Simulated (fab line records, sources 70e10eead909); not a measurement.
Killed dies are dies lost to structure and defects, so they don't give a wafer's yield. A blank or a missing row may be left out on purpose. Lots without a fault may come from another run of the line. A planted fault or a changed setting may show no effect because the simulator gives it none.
Chamber matching | flow nand_harc | NHARC_P_M0_DESCUM_14 on rie_diel-13: 4 sister chambers
The step chemistry O2, time 3 s. 36 wafers are shown with their chamber, then 12 later ones without.

WAFERS WITH THEIR CHAMBER
wafer  | chamber | showerhead_plenum_p_Torr (Torr) | drypump_motor_current_A (A) | rf_vpp_V (V)
L075.2 | 3       | 2.05                            | 5.81                        | 59.4
L075.3 | 1       | 1.91                            | 5.50                        | 58.4
L075.6 | 1       | 1.91                            | 5.52                        | 56.9
L076.2 | 2       | 1.86                            | 5.99                        | 58.2
L076.4 | 1       | 1.91                            | 5.57                        | 56.4
L076.6 | 3       | 2.05                            | 5.79                        | 59.6
L077.1 | 1       | 1.91                            | 5.53                        | 57.3
L077.5 | 2       | 1.86                            | 6.05                        | 56.1
L077.6 | 3       | 2.05                            | 5.79                        | 59.2
L078.1 | 0       | 1.92                            | 5.38                        | 58.8
L078.4 | 3       | 2.05                            | 5.84                        | 57.9
L078.5 | 0       | 1.92                            | 5.40                        | 58.6
L079.1 | 1       | 1.91                            | 5.57                        | 57.2
L079.3 | 3       | 2.05                            | 5.79                        | 57.9
L079.6 | 3       | 2.05                            | 5.79                        | 58.0
L080.1 | 1       | 1.91                            | 5.55                        | 56.2
L080.2 | 3       | 2.05                            | 5.78                        | 59.6
L080.6 | 1       | 1.91                            | 5.51                        | 57.4
L082.1 | 2       | 1.86                            | 6.05                        | 57.7
L082.2 | 1       | 1.91                            | 5.56                        | 57.9
L082.3 | 3       | 2.05                            | 5.81                        | 57.5
L082.4 | 0       | 1.91                            | 5.48                        | 58.2
L082.5 | 2       | 1.86                            | 6.03                        | 57.4
L082.6 | 1       | 1.91                            | 5.55                        | 57.5
L084.2 | 1       | 1.91                            | 5.52                        | 59.6
L084.3 | 3       | 2.05                            | 5.78                        | 58.8
L084.6 | 3       | 2.04                            | 5.78                        | 57.7
L087.2 | 3       | 2.04                            | 5.78                        | 58.4
L087.4 | 2       | 1.85                            | 6.02                        | 58.0
L087.5 | 0       | 1.91                            | 5.41                        | 57.3
L089.3 | 2       | 1.85                            | 6.00                        | 57.9
L089.4 | 3       | 2.04                            | 5.80                        | 58.3
L089.5 | 0       | 1.91                            | 5.43                        | 58.2
L088.1 | 1       | 1.91                            | 5.55                        | 58.1
L088.5 | 2       | 1.85                            | 5.99                        | 57.4
L088.6 | 3       | 2.04                            | 5.77                        | 59.0

SIGNATURES (means of the wafers above)
reading                  | chamber 0 | chamber 1 | chamber 2 | chamber 3 | scatter within a chamber
showerhead_plenum_p_Torr | 1.9140    | 1.9100    | 1.8557    | 2.0469    | 0.00421
drypump_motor_current_A  | 5.4200    | 5.5391    | 6.0186    | 5.7931    | 0.0249
rf_vpp_V                 | 58.220    | 57.536    | 57.529    | 58.562    | 0.791
Rule: a wafer's distance from a chamber is the root of the sum, over the readings, of the square of ((its reading less the chamber's mean) divided by the reading's scatter). The wafer belongs to the nearest chamber; if the next one is less than 2 further off, it can't be placed. The scatter: the root of (the sum of the squares of (reading less its chamber's mean) over the shown wafers, divided by (wafers less chambers)).

WAFERS WITHOUT THEIR CHAMBER
wafer  | showerhead_plenum_p_Torr (Torr) | drypump_motor_current_A (A) | rf_vpp_V (V)
L091.1 | 1.90                            | 5.53                        | 59.4
L091.3 | 2.04                            | 5.78                        | 57.7
L091.4 | 1.85                            | 6.04                        | 58.5
L092.1 | 1.91                            | 5.40                        | 57.8
L092.2 | 2.04                            | 5.78                        | 58.9
L092.4 | 1.85                            | 6.04                        | 57.1
L093.2 | 2.04                            | 5.78                        | 59.0
L093.3 | 1.90                            | 5.57                        | 57.2
L093.4 | 1.91                            | 5.44                        | 56.9
L094.3 | 2.04                            | 5.79                        | 58.1
L094.5 | 1.85                            | 5.99                        | 58.4
L094.6 | 2.04                            | 5.79                        | 57.6

WHICH CHAMBER EACH WENT THROUGH
wafer  | from the rows above     | in truth
L091.1 | 1                       | 1
L091.3 | 3                       | 3
L091.4 | 2                       | 2
L092.1 | 0                       | 0
L092.2 | 3                       | 3
L092.4 | 2                       | 2
L093.2 | 3                       | 3
L093.3 | 1                       | 1
L093.4 | can't be placed: 0 or 1 | 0
L094.3 | 3                       | 3
L094.5 | 2                       | 2
L094.6 | 3                       | 3
Placed correctly: 11 of 12. Can't be placed from these rows: 1 (the true chamber is among the candidates in 1). Placed wrongly: 0.
